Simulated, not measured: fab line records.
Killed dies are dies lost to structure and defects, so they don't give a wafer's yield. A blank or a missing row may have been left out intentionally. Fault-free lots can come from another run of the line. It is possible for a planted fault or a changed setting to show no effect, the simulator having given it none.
Struck lot and sound lot, side by side | flow n5-finfet | 36 steps out of a route of 1938
Sound: the wafers L870.1, L870.3, L870.6. Struck: wafer L886.3 (left out: L886.5, L886.6 of the same lot, which were not struck); the cause appears at the end.
At each step with rows: each side's tool, then ch and its chambers, then its first start. Under that, the readings that differ: sound wafers | struck wafers | difference of the means | sigmas: that difference in standard deviations of wafers without a fault.
alike: words and numbers the same on both sides, and readings whose means are apart by under 2 such deviations; not compared: readings that were withheld, readings missing a value for some wafer, numbers with overlapping values and no deviation given by the record, and bounds like >300 which may hide the same value.
Wherever a step has rows on one side only, a row that says differs or no value, or a row with sigmas, the two part there. Numbers that don't overlap but have no deviation are shown without sigmas and don't part them. Lack of a reading on every wafer of one side parts them only where that side has two or more wafers.

first, 9 steps without rows for these wafers: N5_SD_EPI_N_DEVELOP_08 (develop time 30 s); N5_SD_EPI_N_DESCUM_14 (chemistry O2, time 7.9 s); N5_SD_EPI_N_ETCH_34 (etches SiARC in CF4, target depth 45.5 nm, time 75.8 s); N5_SD_EPI_N_ETCH_35 (etches SOC in N2/H2, overetch 108 nm, time 486 s); N5_SD_EPI_N_STRIP_36 (strips in N2/H2); N5_SD_EPI_N_ETCHBACK_44 (etches SiNx in CH3F/O2, stops on SiO2, target depth 14.5 nm); N5_SD_EPI_N_ETCH_45 (etches SiOCN in CH3F/O2, target depth 6 nm); N5_SD_EPI_N_ETCH_16 (etches SiO2 in CHF3/O2, target depth 5 nm); N5_SD_EPI_N_STRIP_47 (strips in CHF3/O2).
N5_SD_EPI_N_SD_RECESS_17: chemistry HBr/Cl2/O2, target depth 41 nm, time 23.7 s, bt time 3 s.
  sound on rie-si-05 ch 0,3, day 3 09:12; struck on rie-si-02 ch 2, day 7 06:17
  reading                                 | sound             | struck | difference | sigmas
  model.etch.depth-nm (nm)                | 41.03 40.78 41.21 | 34.2   | -6.8       |
  model.Si_of_WELL_APT_EPI_41.thk-nm (nm) | 8 8 7.8           | 15.8   | +7.9       |
  model.SD_EPI_N.feature-depth-nm (nm)    | 41 40.8 41.2      | 34.2   | -6.8       |
  alike: drypump-motor-current-A, mfc-cl2-sccm, oes-product-au, throttle-valve-pct
  not compared: rf-hours-counter-h
then, 2 steps without rows for these wafers: N5_SD_EPI_N_STRIP_38 (strips in N2/H2); N5_SD_EPI_N_WET_ETCH_43 (etches SiO2 in dHF, time 14 s, target depth 1.5 nm).
N5_SD_EPI_N_STRIP_18: strips in SPM, time 750 s.
  sound on wet-bench-06 ch 2,3,7, day 3 09:23; struck on wet-bench-06 ch 6, day 7 06:29
  reading                                 | sound       | struck | difference | sigmas
  model.Si_of_WELL_APT_EPI_41.thk-nm (nm) | 7.6 7.6 7.4 | 15.4   | +7.9       |
  alike: bath-guard-temp-C
then, 21 steps without rows for these wafers: N5_SD_EPI_N_SRD_20 (time 30 s); N5_SD_EPI_N_PRECLEAN_48 (cleans in NF3:NH3, afs cycles 2, time 20 s, sublimation time 60 s); N5_SD_EPI_N_VAPOR_ETCH_50 (etches Si in HCl, time 54 s); N5_SD_EPI_N_EPI_21 (deposits Si:P, time 690 s); N5_SD_EPI_N_PRECLEAN_24 (cleans in O3/DIW, time 60 s); N5_SD_EPI_N_SRD_25 (time 30 s); N5_SD_EPI_N_PRECLEAN_49 (cleans in NF3:NH3, afs cycles 1, time 20 s, sublimation time 60 s); N5_SD_EPI_N_LINER_46 (material SiNx, target thk 3 nm); N5_SD_EPI_P_COAT_34 (time 60 s, resist thk 350 nm); N5_SD_EPI_P_COAT_35 (time 60 s, resist thk 35 nm); N5_SD_EPI_P_COAT_03 (resist thk 150 nm); N5_SD_EPI_P_EBR_05; N5_SD_EPI_P_SOFTBAKE_04 (time 60 s); N5_SD_EPI_P_EXPOSE_06 (exposes mask SD P BLK, target cd 240 nm); N5_SD_EPI_P_PEB_07 (peb time 60 s); N5_SD_EPI_P_DEVELOP_08 (develop time 30 s); N5_SD_EPI_P_DESCUM_14 (chemistry O2, time 7.9 s); N5_SD_EPI_P_ETCH_36 (etches SiARC in CF4, target depth 45.5 nm, time 75.8 s); N5_SD_EPI_P_ETCH_37 (etches SOC in N2/H2, overetch 108 nm, time 486 s); N5_SD_EPI_P_STRIP_38 (strips in N2/H2); N5_SD_EPI_P_ETCHBACK_46 (etches SiNx in CH3F/O2, stops on SiO2, target depth 17.5 nm).
-- here the record skips 5 days between the struck wafers' starts before and after, leaving off in module SD_EPI_P and picking up in module BEOL_M4 (first step shown: number 1111 of the route) --
N5_BEOL_M4_RC_MEAS_101:
  sound on prober-01 ch 0, day 8 03:25; struck on prober-02 ch 0, day 12 12:52
  reading         | sound          | struck | difference | sigmas
  CJ_N            | 4.44 4.39 4.47 | 3.38   | -1.05      | -11
  DIBL_P (mV/V)   | 35.8 38.0 35.7 | 42.1   | +5.6       | +3
  IOFF_P (nA/um)  | 0.19 0.22 0.19 | 0.32   | +0.12      | +4
  ION_P (uA/um)   | 457 452 451    | 471    | +18        | +2
  REXT_N (ohm.um) | 76.9 77.3 77.0 | 81.2   | +4.1       | +3
  VT_P (mV)       | -255 -253 -254 | -246   | +8         | +3
  alike: DIBL_N, IOFF_N, ION_N, SS_N, SS_P, VT_N
-- record jumps: 4 days separate the struck wafers' starts on either side; left off in module BEOL_M4, taken up again in module PASSIVATION, whose first shown step is the route's number 1936 --
N5_PASSIVATION_PROBE_49:
  sound on prober-02 at day 12 19:43; struck on prober-01 at day 16 16:17
  reading               | sound          | struck | difference | sigmas
  killed-at-contacts    | 16 5 8         | 25     | +15        | +3
  killed-dies           | 106 93 98      | 130    | +31        | +2
  sort_bin_6_memory (%) | 3.2 2.1 3.3    | 4.5    | +1.6       | +3
  sort-n-pass           | 1074 1087 1082 | 1050   | -31        | -2
  alike: defect-limited-yield, killed_at_M0_to_M3, killed_at_M4_up, killed-at-front-end, killed-at-other, killed-open, killed-short, sort_bin_5_function, sort-yield-pct

WHERE THEY PART
Earliest at N5_BEOL_M4_RC_MEAS_101; latest, in this record, at N5_PASSIVATION_PROBE_49.

WHY: whatever the simulator had introduced
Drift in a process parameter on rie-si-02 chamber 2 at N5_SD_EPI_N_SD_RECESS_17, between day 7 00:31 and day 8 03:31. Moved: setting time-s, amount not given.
